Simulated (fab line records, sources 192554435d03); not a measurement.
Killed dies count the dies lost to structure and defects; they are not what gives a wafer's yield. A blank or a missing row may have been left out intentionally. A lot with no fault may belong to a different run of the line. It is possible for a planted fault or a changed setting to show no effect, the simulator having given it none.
Chamber matching || flow n5_finfet || 4 sister chambers for N5_BEOL_M8_CMP_52 on cmp-04
The step polishes, stops on SiCOH lowk, t overpolish 6.9 s, target thk 80 nm. 4 wafers are shown with their chamber, then 8 later ones without.

== EACH WAFER AND ITS CHAMBER ==
{"wafer": "L077.6", "chamber": 3, "motor_current_A (A)": 5.8}
{"wafer": "L079.2", "chamber": 1, "motor_current_A (A)": 6.3}
{"wafer": "L079.4", "chamber": 2, "motor_current_A (A)": 5.1}
{"wafer": "L091.1", "chamber": 0, "motor_current_A (A)": 5.8}

== WAFERS WITHOUT THEIR CHAMBER ==
{"wafer": "L091.3", "motor_current_A (A)": 7.1}
{"wafer": "L091.6", "motor_current_A (A)": 5.2}
{"wafer": "L093.1", "motor_current_A (A)": 6.0}
{"wafer": "L093.4", "motor_current_A (A)": 6.4}
{"wafer": "L093.6", "motor_current_A (A)": 5.4}
{"wafer": "L097.2", "motor_current_A (A)": 5.4}
{"wafer": "L097.3", "motor_current_A (A)": 6.7}
{"wafer": "L097.5", "motor_current_A (A)": 6.3}

== THE CHAMBER EACH PASSED THROUGH ==
{"wafer": "L091.3", "from the rows above": "can't be placed: 1 or 0 or 3", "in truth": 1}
{"wafer": "L091.6", "from the rows above": "can't be placed: 2 or 0 or 3", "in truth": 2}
{"wafer": "L093.1", "from the rows above": "can't be placed: 0 or 3 or 1 or 2", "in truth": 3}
{"wafer": "L093.4", "from the rows above": "can't be placed: 1 or 0 or 3", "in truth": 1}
{"wafer": "L093.6", "from the rows above": "can't be placed: 2 or 0 or 3 or 1", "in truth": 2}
{"wafer": "L097.2", "from the rows above": "can't be placed: 2 or 0 or 3 or 1", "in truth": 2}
{"wafer": "L097.3", "from the rows above": "can't be placed: 1 or 0 or 3", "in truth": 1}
{"wafer": "L097.5", "from the rows above": "can't be placed: 1 or 0 or 3", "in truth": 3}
Correct placement for 0 of the 8. Not placeable from these rows: 8 (in 8, the candidates include the true chamber). Number placed wrongly: 0.
How it was worked out, from the rows above alone: a wafer's distance from a chamber is the root of the sum, over the readings, of the square of ((its reading less the chamber's mean) divided by the reading's scatter). The wafer belongs to the nearest chamber; if the next one is less than 2 further off, it can't be placed. A chamber's mean is the mean of its shown wafers. The scatter: with one shown wafer a chamber, the root of the mean of the squares of how far each hidden wafer lies from its nearest shown one.
